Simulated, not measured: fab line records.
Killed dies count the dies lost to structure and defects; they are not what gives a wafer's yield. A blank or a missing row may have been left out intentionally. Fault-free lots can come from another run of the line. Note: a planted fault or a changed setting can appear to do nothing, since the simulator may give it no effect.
A struck lot beside a sound one + flow nand harc + 26 steps out of a route of 1302
Sound: wafers L509.3, L509.4, L509.5. The struck wafers were L518.3, L518.4, L518.5. At the end, the cause is stated.
Per side, at each step with rows, come the tool, then ch with its chambers, and then its first start. Under that, the readings that differ: sound wafers + struck wafers + difference of the means + sigmas: that difference in standard deviations of wafers without a fault.
alike: a reading whose means differ by less than 2 such deviations, as well as words and numbers matching on both sides. not compared: withheld readings; readings where some wafer has no value; bounds like >300 that might hide an equal value; numbers whose values overlap and for which the record gives no deviation.
The two part at a step that has a row with sigmas, a row that says differs or no value, or rows on one side only. Numbers that don't overlap but have no deviation are shown without sigmas and don't part them. A reading that every wafer of one side lacks parts them only if that side has two wafers or more.

first, 9 steps without rows for these wafers: NHARC_A_ZERO_WELL_HARDBAKE_11 (time 65 s); NHARC_A_ZERO_WELL_DESCUM_12 (chemistry O2, time 3 s); NHARC_A_ZERO_WELL_ETCH_19 (etches the open film in N2/H2, target depth 80 nm, overetch 24 nm, time 87.88 s); NHARC_A_ZERO_WELL_ETCH_13 (etches the open film in HBr/Cl2, target depth 120 nm, time 40.1 s); NHARC_A_ZERO_WELL_STRIP_14 (strips in SPM, time 900 s); NHARC_A_ZERO_WELL_IMPLANT_15; NHARC_A_ZERO_WELL_PRECLEAN_22 (cleans in SC1, time 60 s); NHARC_A_ZERO_WELL_SRD_23; NHARC_A_ZERO_WELL_RTA_16 (time 10 s).
NHARC_A_SOURCE_PLATE_PRECLEAN_00: cleans in HF-LAST, time 60 s.
  sound on wet bench-04 ch 0,5,7, day 9 10:28; struck on wet bench-04 ch 0,3,6, day 13 02:49
then, 15 steps without rows for these wafers: NHARC_A_SOURCE_PLATE_SRD_01; NHARC_A_SOURCE_PLATE_OXIDE_02 (material SiO2, target thk 10 nm, ox time 1362 s); NHARC_A_SOURCE_PLATE_PVD_04 (deposits WSi2, target thk 50 nm); NHARC_A_SOURCE_PLATE_CVD_03 (deposits poly-Si, target thk 200 nm, time 4000 s); NHARC_A_SOURCE_PLATE_ANNEAL_05 (time 1800 s); NHARC_A_ONON_D1_DEP_00 (target thk 1000 nm); NHARC_A_ONON_D1_DEP_03 (target thk 1000 nm); NHARC_A_ONON_D1_DEP_06 (target thk 1000 nm); NHARC_A_ONON_D1_DEP_09 (target thk 1000 nm); NHARC_A_ONON_D1_DEP_12 (target thk 1000 nm); NHARC_A_ONON_D1_ANNEAL_15 (time 3600 s); NHARC_A_ONON_D1_DEP_16 (target thk 1000 nm); NHARC_A_ONON_D1_DEP_19 (target thk 1000 nm); NHARC_A_ONON_D1_DEP_22 (target thk 1000 nm); NHARC_A_ONON_D1_DEP_25 (target thk 1000 nm).
-- the record jumps here: 18 days lie between the struck wafers' starts before and after (it left off in module A_ONON_D1 and takes up again in module END, whose first step shown is number 1301 of the route) --
NHARC_END_WLT_00:
  sound: prober-02 at day 26 19:11; struck: prober-02 at day 31 00:45
| reading                           | sound             | struck            | difference | sigmas |
|-----------------------------------|-------------------|-------------------|------------|--------|
| VT_DECK1_BOTTOM                   | 0.870 0.874 0.866 | 0.986 0.992 1.002 | +0.123     | +18    |
| VT_DECK1_BOTTOM_INNER             | 0.863 0.871 0.876 | 0.987 0.988 1.007 | +0.124     | +18    |
| VT_DECK1_MEDIAN_NEAR_BOTTOM       | 0.866 0.879 0.863 | 0.993 0.982 0.994 | +0.120     | +16    |
| VT_DECK1_MEDIAN_NEAR_BOTTOM_INNER | 0.873 0.872 0.861 | 0.994 0.992 0.998 | +0.126     | +17    |
| VT_DECK1_MIDDLE                   | 0.882 0.885 0.886 | 1.002 1.012 1.017 | +0.126     | +19    |
| VT_DECK1_MIDDLE_INNER             | 0.874 0.881 0.881 | 1.010 1.004 1.009 | +0.129     | +18    |
| VT_DECK1_TOP                      | 0.897 0.896 0.889 | 1.021 1.016 1.022 | +0.126     | +17    |
| VT_DECK1_TOP_INNER                | 0.897 0.890 0.895 | 1.019 1.028 1.022 | +0.129     | +17    |
| VT_DECK2_BOTTOM                   | 0.874 0.871 0.870 | 1.002 1.004 0.999 | +0.130     | +20    |
| VT_DECK2_BOTTOM_INNER             | 0.872 0.872 0.878 | 1.003 1.000 0.992 | +0.124     | +19    |
| VT_DECK2_MEDIAN_NEAR_BOTTOM       | 0.877 0.878 0.881 | 1.009 0.999 1.005 | +0.126     | +20    |
| VT_DECK2_MEDIAN_NEAR_BOTTOM_INNER | 0.876 0.879 0.869 | 1.003 0.999 1.010 | +0.129     | +21    |
| VT_DECK2_MIDDLE                   | 0.892 0.880 0.887 | 1.017 1.021 1.021 | +0.133     | +20    |
| VT_DECK2_MIDDLE_INNER             | 0.889 0.891 0.890 | 1.020 1.018 1.016 | +0.128     | +19    |
| VT_DECK2_TOP                      | 0.901 0.895 0.902 | 1.032 1.036 1.035 | +0.135     | +18    |
| VT_DECK2_TOP_INNER                | 0.898 0.902 0.898 | 1.029 1.035 1.032 | +0.133     | +22    |

WHERE THEY PART
Within this record, at NHARC_END_WLT_00 only.

WHY: what had been put in by the simulator
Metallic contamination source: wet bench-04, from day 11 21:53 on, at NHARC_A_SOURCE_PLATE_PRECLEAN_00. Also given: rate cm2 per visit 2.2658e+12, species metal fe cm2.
